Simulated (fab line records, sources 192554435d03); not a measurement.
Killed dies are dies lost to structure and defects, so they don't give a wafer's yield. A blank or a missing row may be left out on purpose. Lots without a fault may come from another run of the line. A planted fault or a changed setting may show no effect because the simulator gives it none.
One fault seen from 2 desks | flow n5_finfet | each desk has only its own numbers; what lay behind them comes last
Where a reading is given only as a bound, like >300, the bound stands for it, and a mean or a difference that rests on one is marked > or <: the true number lies beyond.

THE TOOL OWNER'S DESK: ald_hk-01
The tool's own readings at N5_MIM_TOP_ALD_02 (deposits Al2O3, purge time 3 s, co reactant pulse time 3 s): means of the sampled wafers that have a number, for each lot that ran on this tool. A lot is out of limits, marked OUT, if its mean lies more than 4 standard deviations from the usual mean; the brackets give that distance.
Columns: A = precursor_pulse_height_rel at N5_MIM_TOP_ALD_02, usual 1.000
lot  | first seen here | A
L924 | day 11 21:00    | 1.007
L927 | day 12 15:00    | 1.006
L934 | day 14 01:00    | 0.998
L935 | day 14 11:00    | 1.009
L941 | day 17 01:00    | 1.010
L942 | day 17 08:00    | 0.985
This desk's finding: nothing out of limits on any of the 6 lots.

THE DEFECT DESK
What the inspections along the route counted, lot by lot: means of the sampled wafers that have a number. A lot is out of limits, marked OUT, if its mean lies more than 4 standard deviations from the usual mean; the brackets give that distance.
Columns: A = raw_defect_count at N5_MIM_TOP_LITHO_INSPECT_12, usual 2.4
lot  | first seen here | A
L924 | day 11 23:05    | 0.7
L925 | day 12 02:40    | 3.7
L927 | day 12 17:14    | 1.7
L928 | day 12 17:23    | 1.3
L929 | day 12 19:43    | 4.0
L930 | day 13 03:58    | 1.7
L931 | day 13 15:49    | 2.7
L934 | day 14 03:09    | 2.7
L935 | day 14 12:19    | 2.7
L941 | day 17 02:35    | >300 (+99 or more) OUT
L942 | day 17 12:02    | >300 (+99 or more) OUT
This desk's finding: out of limits on L941, L942; first on L941, day 17 02:35 (raw_defect_count at N5_MIM_TOP_LITHO_INSPECT_12). In limits: L924, L925, L927, L928, L929, L930, L931, L934, L935.

PUT TOGETHER
The defect desk could have raised an alarm at day 17 02:35, on L941, L942.
The tool owner's desk saw nothing out of limits.
The tool owner's desk has L941, L942 on record, within its limits.
Of the lots named, all ran N5_MIM_TOP_ALD_02 on ald_hk-01.

WHAT THE SIMULATOR HAD PUT IN
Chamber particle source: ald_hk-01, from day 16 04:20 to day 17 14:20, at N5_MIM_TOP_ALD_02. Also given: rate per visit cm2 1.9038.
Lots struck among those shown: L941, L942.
Hours from the fault's start to each desk's first reading out of limits: the defect desk, 22.
